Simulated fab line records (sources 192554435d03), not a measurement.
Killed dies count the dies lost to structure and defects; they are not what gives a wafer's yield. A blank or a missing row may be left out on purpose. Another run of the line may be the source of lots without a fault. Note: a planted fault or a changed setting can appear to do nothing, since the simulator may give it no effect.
Lot-split experiment :: flow n5Finfet :: on a route of 1938 steps: 7 lots, 21 wafers read

## ABOUT THE SPLIT
At N5_MOL_CONTACT_COAG_ETCH_105 (etches SiARC in CF4, target depth 15.6 nm, time 26 s), the setting biasW was moved away from the recipe's 36 W on 2 of the 21 wafers read, by +7.1% to +10.5%. The other wafers ran this setting at the recipe's value.

The split's own step is where the reading is taken.

## THE READING
rfVppV, in V, at N5_MOL_CONTACT_COAG_ETCH_105 (etches SiARC in CF4, target depth 15.6 nm, time 26 s). Typical for fault-free wafers on this fab line: 184.0 V, with standard deviation 1.2 V.

wafer: L074.2
tool, chamber at the split: rieDiel-03, 0
biasW as run, W: 36
against the recipe: recipe
rfVppV, V: 184.3
against lot-mates on the recipe: -

wafer: L074.4
tool, chamber at the split: rieDiel-03, 1
biasW as run, W: 36
against the recipe: recipe
rfVppV, V: 182.5
against lot-mates on the recipe: -

wafer: L074.6
tool, chamber at the split: rieDiel-03, 2
biasW as run, W: 36
against the recipe: recipe
rfVppV, V: 185.7
against lot-mates on the recipe: -

wafer: L080.2
tool, chamber at the split: rieDiel-04, 2
biasW as run, W: 36
against the recipe: recipe
rfVppV, V: 183.8
against lot-mates on the recipe: -

wafer: L080.5
tool, chamber at the split: rieDiel-04, 2
biasW as run, W: 36
against the recipe: recipe
rfVppV, V: 181.3
against lot-mates on the recipe: -

wafer: L080.6
tool, chamber at the split: rieDiel-04, 1
biasW as run, W: 36
against the recipe: recipe
rfVppV, V: 185.1
against lot-mates on the recipe: -

wafer: L081.1
tool, chamber at the split: rieDiel-04, 2
biasW as run, W: 36
against the recipe: recipe
rfVppV, V: 181.8
against lot-mates on the recipe: -

wafer: L081.3
tool, chamber at the split: rieDiel-04, 0
biasW as run, W: 39.77
against the recipe: +10.5%
rfVppV, V: 193.8
against lot-mates on the recipe: +11.7

wafer: L081.5
tool, chamber at the split: rieDiel-04, 2
biasW as run, W: 36
against the recipe: recipe
rfVppV, V: 182.4
against lot-mates on the recipe: -

wafer: L084.2
tool, chamber at the split: rieDiel-03, 0
biasW as run, W: 36
against the recipe: recipe
rfVppV, V: 183.5
against lot-mates on the recipe: -

wafer: L084.3
tool, chamber at the split: rieDiel-03, 3
biasW as run, W: 36
against the recipe: recipe
rfVppV, V: 184.5
against lot-mates on the recipe: -

wafer: L084.4
tool, chamber at the split: rieDiel-03, 1
biasW as run, W: 36
against the recipe: recipe
rfVppV, V: 185.0
against lot-mates on the recipe: -

wafer: L085.1
tool, chamber at the split: rieDiel-04, 2
biasW as run, W: 36
against the recipe: recipe
rfVppV, V: 182.0
against lot-mates on the recipe: -

wafer: L085.2
tool, chamber at the split: rieDiel-04, 3
biasW as run, W: 36
against the recipe: recipe
rfVppV, V: 183.1
against lot-mates on the recipe: -

wafer: L085.3
tool, chamber at the split: rieDiel-04, 0
biasW as run, W: 36
against the recipe: recipe
rfVppV, V: 182.1
against lot-mates on the recipe: -

wafer: L089.1
tool, chamber at the split: rieDiel-03, 3
biasW as run, W: 36
against the recipe: recipe
rfVppV, V: 186.6
against lot-mates on the recipe: -

wafer: L089.4
tool, chamber at the split: rieDiel-03, 1
biasW as run, W: 36
against the recipe: recipe
rfVppV, V: 183.1
against lot-mates on the recipe: -

wafer: L089.6
tool, chamber at the split: rieDiel-03, 0
biasW as run, W: 38.54
against the recipe: +7.1%
rfVppV, V: 192.3
against lot-mates on the recipe: +7.5

wafer: L094.1
tool, chamber at the split: rieDiel-04, 1
biasW as run, W: 36
against the recipe: recipe
rfVppV, V: 183.6
against lot-mates on the recipe: -

wafer: L094.2
tool, chamber at the split: rieDiel-04, 2
biasW as run, W: 36
against the recipe: recipe
rfVppV, V: 182.8
against lot-mates on the recipe: -

wafer: L094.6
tool, chamber at the split: rieDiel-04, 3
biasW as run, W: 36
against the recipe: recipe
rfVppV, V: 184.3
against lot-mates on the recipe: -

FIT RESULTS
A straight line over all 21 wafers: rfVppV changes by +1.06 V for each +1% of biasW; r = +0.90; the points scatter about the line by 1.4 V.
The same after taking each lot's own level away (the mean of its wafers on the recipe; 21 wafers): +1.1 V for each +1%; r = +0.94; scatter 1.1 V.
Per that fit: largest biasW move, reading shift of 12 V.
Measured against the standard deviation above, the lots' own levels, which go from 182.10 to 184.85 V, span 2.3 times it.
Consequently the slope shifts little with the lot-to-lot level, the two slopes agreeing.
Check: with one of the wafers moved furthest among these (+10.5%) left out of the fit, the line predicts +11.1 V for it against its lot-mates. It came out at +11.7 V against them.
Tool readings at the split's step, against how far the setting was moved: rfVppV r = +0.90.

## OTHER SPLITS APPLIED TO THESE WAFERS
These wafers also went through other splits before the reading. Each is held against what the fit with the lots' levels taken away leaves over:
other split on the same wafers: N5_HKMG_FIN_ETCH_32 biasW
wafers away from the commonest value: 6
r with rfVppV (lot level and that fit taken away): +0.11

## FILE'S OWN FIT
rfVppV changes by +1.1 V for each +1% of biasW, r = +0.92.
